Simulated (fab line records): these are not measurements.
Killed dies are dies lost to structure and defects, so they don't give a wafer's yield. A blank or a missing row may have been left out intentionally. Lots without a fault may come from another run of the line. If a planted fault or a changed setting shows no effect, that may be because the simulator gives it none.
Chamber matching	flow nandHarc	4 sister chambers for NHARC_A_WL_FILL_ETCHBACK_26 on rieSi-01
The step etches the open film in HBr, target depth 52 nm, time 13.3 s. 4 wafers are shown with their chamber, then 8 later ones without.

EACH WAFER AND ITS CHAMBER
wafer	chamber	drypumpMotorCurrentA (A)
L080.1	1	6.0
L080.4	0	6.6
L083.5	2	5.7
L085.3	3	6.5

WAFERS WHOSE CHAMBER IS MISSING
wafer	drypumpMotorCurrentA (A)
L085.4	6.6
L085.5	5.7
L091.1	6.0
L091.2	6.5
L091.6	5.8
L093.1	6.6
L093.3	6.5
L093.5	5.7

CHAMBER TAKEN BY EACH
wafer	from the rows above	in truth
L085.4	0	0
L085.5	2	2
L091.1	1	1
L091.2	3	3
L091.6	2	2
L093.1	0	0
L093.3	3	3
L093.5	2	2
8 of 8 placed correctly. Can't be placed from these rows: 0. Number placed wrongly: 0.
How it was worked out, from the rows above alone: a wafer's distance from a chamber is the root of the sum, over the readings, of the square of ((its reading less the chamber's mean) divided by the reading's scatter). The wafer belongs to the nearest chamber; if the next one is less than 2 further off, it can't be placed. A chamber's mean is the mean of its shown wafers. The scatter: root of mean squared gap, hidden wafer to nearest shown wafer, with one shown wafer a chamber.
